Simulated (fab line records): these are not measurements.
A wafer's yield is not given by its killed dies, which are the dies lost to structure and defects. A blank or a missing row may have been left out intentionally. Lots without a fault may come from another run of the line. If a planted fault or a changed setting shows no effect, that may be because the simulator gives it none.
Chamber matching | flow n5-finfet | rie-diel-04 running N5_BEOL_M8_ETCH_61: 4 sister chambers
The step etches SiARC in CF4, target depth 45.5 nm, time 75.8 s. 4 wafers are shown with their chamber, then 8 later ones without.

== WAFERS, EACH WITH ITS CHAMBER ==
wafer  | chamber | throttle-valve-pct (%)
L083.4 | 1       | 15.65
L095.5 | 2       | 16.18
L095.6 | 3       | 15.33
L087.1 | 0       | 15.41

== WAFERS MISSING THEIR CHAMBER ==
wafer  | throttle-valve-pct (%)
L087.2 | 15.73
L087.3 | 15.34
L093.2 | 15.75
L093.3 | 15.41
L093.6 | 15.35
L097.1 | 15.36
L097.3 | 15.42
L097.6 | 15.42

== CHAMBER TAKEN BY EACH ==
wafer  | from the rows above     | in truth
L087.2 | 1                       | 1
L087.3 | can't be placed: 3 or 0 | 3
L093.2 | 1                       | 1
L093.3 | can't be placed: 0 or 3 | 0
L093.6 | can't be placed: 3 or 0 | 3
L097.1 | can't be placed: 3 or 0 | 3
L097.3 | can't be placed: 0 or 3 | 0
L097.6 | can't be placed: 0 or 3 | 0
2 of 8 placed correctly. These rows do not allow placing 6 (true chamber among the candidates in 6). Placed wrongly: 0.
How it was worked out, from the rows above alone: a wafer's distance from a chamber is the root of the sum, over the readings, of the square of ((its reading less the chamber's mean) divided by the reading's scatter). The wafer belongs to the nearest chamber; if the next one is less than 2 further off, it can't be placed. A chamber's mean is the mean of its shown wafers. The scatter: root of mean squared gap, hidden wafer to nearest shown wafer, with one shown wafer a chamber.
